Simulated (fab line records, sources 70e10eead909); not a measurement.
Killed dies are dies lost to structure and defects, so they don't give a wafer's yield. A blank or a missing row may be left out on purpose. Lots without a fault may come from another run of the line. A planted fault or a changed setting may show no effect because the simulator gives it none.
Chamber matching | flow nand_harc | NHARC_A_SGD_CUT_DESCUM_14 on rie_diel-08: 4 sister chambers
The step chemistry O2, time 3 s. 7 wafers are shown with their chamber, then 7 later ones without.

WAFERS WITH THEIR CHAMBER
wafer  | chamber | showerhead_plenum_p_Torr (Torr) | rf_vpp_V (V)
L284.6 | 0       | 1.84                            | 57.0
L289.3 | 2       | 1.90                            | 58.7
L289.4 | 1       | 2.05                            | 58.4
L294.1 | 1       | 2.04                            | 58.9
L294.6 | 0       | 1.84                            | 57.3
L303.4 | 3       | 1.78                            | 57.3
L303.5 | 3       | 1.78                            | 56.6

WAFERS WITHOUT THEIR CHAMBER
wafer  | showerhead_plenum_p_Torr (Torr) | rf_vpp_V (V)
L303.6 | 1.90                            | 58.3
L306.3 | 1.84                            | 56.7
L306.5 | 1.78                            | 56.4
L306.6 | 1.84                            | 57.8
L307.1 | 2.04                            | 59.2
L307.2 | 1.78                            | 57.6
L307.6 | 1.84                            | 58.0

WHICH CHAMBER EACH WENT THROUGH
wafer  | from the rows above | in truth
L303.6 | 2                   | 2
L306.3 | 0                   | 0
L306.5 | 3                   | 3
L306.6 | 0                   | 0
L307.1 | 1                   | 1
L307.2 | 3                   | 3
L307.6 | 0                   | 0
Placed correctly: 7 of 7. Can't be placed from these rows: 0. Placed wrongly: 0.
How it was worked out, from the rows above alone: a wafer's distance from a chamber is the root of the sum, over the readings, of the square of ((its reading less the chamber's mean) divided by the reading's scatter). The wafer belongs to the nearest chamber; if the next one is less than 2 further off, it can't be placed. A chamber's mean is the mean of its shown wafers. The scatter: the root of (the sum of the squares of (reading less its chamber's mean) over the shown wafers, divided by (wafers less chambers)).
